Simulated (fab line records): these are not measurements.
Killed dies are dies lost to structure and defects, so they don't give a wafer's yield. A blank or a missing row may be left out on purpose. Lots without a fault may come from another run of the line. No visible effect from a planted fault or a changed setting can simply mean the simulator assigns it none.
Which of the tools did it? | flow n5_finfet | 12 lots with 36 wafers sampled at 2 steps, on a route of 1938 steps

## WHAT THE GAUGES READ, wafer by wafer
N5_BEOL_M5_OVL_MEAS_29.
lot  | measured     | on         | V4_OVL (nm)
L075 | day 8 13:53  | overlay-02 | 1.2 0.0 0.5
L079 | day 9 05:14  | overlay-01 | -0.1 0.8 0.3
L078 | day 9 10:56  | overlay-02 | 1.1 1.2 -0.1
L081 | day 10 06:32 | overlay-02 | 0.2 1.0 -0.1
L083 | day 10 22:55 | overlay-01 | 0.4 -0.5 0.0
L086 | day 11 11:22 | overlay-01 | 0.0 -0.3 0.1
L087 | day 11 13:52 | overlay-02 | 1.5 1.0 0.6
L090 | day 12 08:34 | overlay-01 | 0.5 0.6 1.3
L091 | day 12 17:31 | overlay-02 | 0.6 0.3 0.6
L094 | day 13 03:38 | overlay-02 | 0.5 1.2 1.7
L095 | day 13 20:34 | overlay-01 | -0.6 0.0 0.3
L097 | day 14 02:55 | overlay-02 | -0.6 -0.6 0.0

## WHAT TOOL EACH LOT RAN ON (gives the tool, then ch and the chambers of the sampled wafers, and finally the start)
lot  | N5_BEOL_M5_ETCH_61
L075 | rie_diel-03 ch 0,2,3, day 8 08:27
L079 | rie_diel-04 ch 0,1,2, day 9 03:11
L078 | rie_diel-03 ch 0,2,3, day 9 10:02
L081 | rie_diel-03 ch 0,2, day 10 04:50
L083 | rie_diel-03 ch 2,3, day 10 21:58
L086 | rie_diel-04 ch 0,1,3, day 11 08:25
L087 | rie_diel-04 ch 1,3, day 11 12:52
L090 | rie_diel-04 ch 1,2,3, day 12 07:38
L091 | rie_diel-01 ch 2,3, day 12 15:28
L094 | rie_diel-04 ch 0,2,3, day 13 01:40
L095 | rie_diel-01 ch 1,2,3, day 13 19:15
L097 | rie_diel-01 ch 0,2,3, day 14 01:43
- N5_BEOL_M5_ETCH_61: etches SiARC in CF4, target depth 15.6 nm, time 26 s.

## THE ANSWER, worked out from the rows above alone
Rule: the usual values come from the lots themselves. The widest of any qualifying gaps counts: lots, ordered by their means at a reading, are off when they make up no more than a third of the lots, leave a main group of 4 or more, and stand apart from it by 3 or more times the standard deviation of that group's means. The tables above print the reading to a certain number of digits; a main group whose means all agree to those digits is not used. Also off: a lot with no number at a reading for which 4 or more lots have one. The other lots that the step has rows for count as sound.
Across all readings shown, no lot is off: no conclusion can be drawn from this.

## WHAT HAD BEEN PUT IN BY THE SIMULATOR
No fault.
